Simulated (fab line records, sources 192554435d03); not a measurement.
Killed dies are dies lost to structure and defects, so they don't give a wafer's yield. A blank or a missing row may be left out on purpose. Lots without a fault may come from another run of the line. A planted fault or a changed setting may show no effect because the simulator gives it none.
Chamber matching | flow n5_finfet | N5_MOL_CONTACT_COAG_ETCH_110 on rie_diel-05: 4 sister chambers
The step etches Si in CF4/O2, target depth 2.5 nm, time 8 s. 4 wafers are shown with their chamber, then 9 later ones without.

WAFERS WITH THEIR CHAMBER
wafer  | chamber | showerhead_plenum_p_Torr (Torr)
L076.4 | 3       | 2.11
L084.1 | 0       | 2.31
L084.3 | 1       | 2.29
L084.4 | 2       | 2.35

WAFERS WITHOUT THEIR CHAMBER
wafer  | showerhead_plenum_p_Torr (Torr)
L085.1 | 2.36
L085.2 | 2.31
L085.6 | 2.36
L087.1 | 2.36
L087.2 | 2.29
L087.3 | 2.31
L090.2 | 2.30
L090.4 | 2.35
L090.6 | 2.30

WHICH CHAMBER EACH WENT THROUGH
wafer  | from the rows above     | in truth
L085.1 | 2                       | 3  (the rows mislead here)
L085.2 | 0                       | 0
L085.6 | 2                       | 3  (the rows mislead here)
L087.1 | 2                       | 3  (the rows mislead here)
L087.2 | 1                       | 1
L087.3 | 0                       | 0
L090.2 | can't be placed: 1 or 0 | 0
L090.4 | 2                       | 2
L090.6 | can't be placed: 1 or 0 | 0
Placed correctly: 4 of 9. Can't be placed from these rows: 2 (the true chamber is among the candidates in 2). Placed wrongly: 3.
How it was worked out, from the rows above alone: a wafer's distance from a chamber is the root of the sum, over the readings, of the square of ((its reading less the chamber's mean) divided by the reading's scatter). The wafer belongs to the nearest chamber; if the next one is less than 2 further off, it can't be placed. A chamber's mean is the mean of its shown wafers. The scatter: with one shown wafer a chamber, the root of the mean of the squares of how far each hidden wafer lies from its nearest shown one.
